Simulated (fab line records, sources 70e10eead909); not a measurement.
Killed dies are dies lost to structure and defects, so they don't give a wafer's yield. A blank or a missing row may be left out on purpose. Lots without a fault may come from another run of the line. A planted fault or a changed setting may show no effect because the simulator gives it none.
Chamber matching | flow nand_harc | NHARC_A_CONTACT_CMP_20 on cmp-01: 4 sister chambers
The step polishes, t overpolish 30 s, target thk 300 nm. 8 wafers are shown with their chamber, then 7 later ones without.

WAFERS WITH THEIR CHAMBER
wafer  | chamber | motor_current_A (A) | slurry_flow_ml_min
L080.5 | 0       | 13.3                | 149.5
L080.6 | 1       | 11.9                | 149.8
L087.1 | 1       | 12.3                | 150.4
L087.5 | 3       | 11.3                | 150.2
L089.5 | 3       | 11.7                | 149.6
L089.6 | 2       | 12.4                | 150.3
L088.1 | 2       | 12.0                | 150.2
L088.3 | 0       | 13.8                | 149.8

WAFERS WITHOUT THEIR CHAMBER
wafer  | motor_current_A (A) | slurry_flow_ml_min
L088.6 | 12.6                | 149.4
L096.1 | 11.8                | 150.1
L096.2 | 14.0                | 149.7
L096.6 | 11.7                | 150.9
L094.1 | 10.9                | 150.5
L094.2 | 11.6                | 149.8
L094.4 | 13.9                | 150.1

WHICH CHAMBER EACH WENT THROUGH
wafer  | from the rows above               | in truth
L088.6 | can't be placed: 1 or 2 or 0 or 3 | 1
L096.1 | can't be placed: 1 or 3 or 2      | 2
L096.2 | 0                                 | 0
L096.6 | can't be placed: 2 or 1 or 3      | 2
L094.1 | can't be placed: 3 or 1 or 2      | 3
L094.2 | can't be placed: 3 or 1 or 2      | 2
L094.4 | 0                                 | 0
Placed correctly: 2 of 7. Can't be placed from these rows: 5 (the true chamber is among the candidates in 5). Placed wrongly: 0.
How it was worked out, from the rows above alone: a wafer's distance from a chamber is the root of the sum, over the readings, of the square of ((its reading less the chamber's mean) divided by the reading's scatter). The wafer belongs to the nearest chamber; if the next one is less than 2 further off, it can't be placed. A chamber's mean is the mean of its shown wafers. The scatter: the root of (the sum of the squares of (reading less its chamber's mean) over the shown wafers, divided by (wafers less chambers)).
